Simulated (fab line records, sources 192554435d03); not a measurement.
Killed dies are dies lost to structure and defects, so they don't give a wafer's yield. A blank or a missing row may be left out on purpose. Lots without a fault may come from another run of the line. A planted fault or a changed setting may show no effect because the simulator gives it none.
Chamber matching | flow n5_finfet | N5_BEOL_M0_SAQP_ETCH_84 on rie_diel-06: 4 sister chambers
The step etches SOC in N2/H2, target depth 100 nm, overetch 20 nm, time 150 s. 4 wafers are shown with their chamber, then 7 later ones without.

WAFERS WITH THEIR CHAMBER
wafer  | chamber | drypump_motor_current_A (A)
L086.6 | 2       | 5.35
L089.2 | 0       | 5.57
L094.1 | 3       | 5.88
L094.3 | 1       | 5.65

WAFERS WITHOUT THEIR CHAMBER
wafer  | drypump_motor_current_A (A)
L094.5 | 5.58
L095.4 | 5.57
L095.5 | 5.86
L095.6 | 5.66
L097.2 | 5.33
L097.3 | 5.89
L097.5 | 5.57

WHICH CHAMBER EACH WENT THROUGH
wafer  | from the rows above | in truth
L094.5 | 0                   | 0
L095.4 | 0                   | 0
L095.5 | 3                   | 3
L095.6 | 1                   | 1
L097.2 | 2                   | 2
L097.3 | 3                   | 3
L097.5 | 0                   | 0
Placed correctly: 7 of 7. Can't be placed from these rows: 0. Placed wrongly: 0.
How it was worked out, from the rows above alone: a wafer's distance from a chamber is the root of the sum, over the readings, of the square of ((its reading less the chamber's mean) divided by the reading's scatter). The wafer belongs to the nearest chamber; if the next one is less than 2 further off, it can't be placed. A chamber's mean is the mean of its shown wafers. The scatter: with one shown wafer a chamber, the root of the mean of the squares of how far each hidden wafer lies from its nearest shown one.
